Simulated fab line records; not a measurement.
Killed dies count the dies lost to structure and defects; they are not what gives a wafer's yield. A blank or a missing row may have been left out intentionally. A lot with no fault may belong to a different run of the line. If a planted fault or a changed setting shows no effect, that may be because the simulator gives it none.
Chamber matching -- flow n5Finfet -- aldMetal-02 running N5_BEOL_M6_ALD_77: 4 sister chambers
The step deposits TaN, target thk 2 nm, pulse time 2 s, purge time 3 s. 14 wafers are shown with their chamber, then 7 later ones without.

EACH WAFER AND ITS CHAMBER
wafer,chamber,heaterPowerW (W),susceptorTempC (C)
L076.1,3,401,274.74
L076.3,1,399,274.87
L076.6,3,400,274.58
L079.3,1,402,274.73
L079.4,0,444,274.95
L079.6,2,443,275.21
L086.1,1,404,274.87
L086.3,2,449,275.09
L086.6,1,401,275.19
L088.2,0,442,275.21
L088.3,3,400,274.80
L088.5,0,442,274.85
L087.1,1,405,275.07
L087.3,3,407,274.94

SIGNATURES (means of the wafers above)
reading,chamber 0,chamber 1,chamber 2,chamber 3,scatter within a chamber
heaterPowerW,442.67,402.20,446.00,402.00,2.78
susceptorTempC,275.0033,274.9460,275.1500,274.7650,0.166
Rule: for a wafer and a chamber, the distance is found by dividing, reading by reading, the gap between the wafer's reading and the chamber's mean by the reading's scatter, squaring, summing and taking the root. The wafer belongs to the nearest chamber; if the next one is less than 2 further off, it can't be placed. The scatter is the square root of a quotient: the sum, over the shown wafers, of each reading's squared deviation from its chamber's mean, divided by wafers minus chambers.

WAFERS MISSING THEIR CHAMBER
wafer,heaterPowerW (W),susceptorTempC (C)
L087.6,427,275.11
L090.1,407,274.87
L090.4,444,275.08
L090.5,445,274.98
L091.3,413,274.89
L091.5,392,275.08
L091.6,443,275.30

CHAMBER TAKEN BY EACH
wafer,from the rows above,in truth
L087.6,can't be placed: 0 or 2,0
L090.1,can't be placed: 1 or 3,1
L090.4,can't be placed: 0 or 2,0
L090.5,can't be placed: 0 or 2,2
L091.3,can't be placed: 1 or 3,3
L091.5,can't be placed: 1 or 3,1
L091.6,can't be placed: 2 or 0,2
Placed correctly: 0 of 7. Unplaceable from these rows: 7, with the true chamber sitting among the candidates in 7. Placed wrongly: 0.
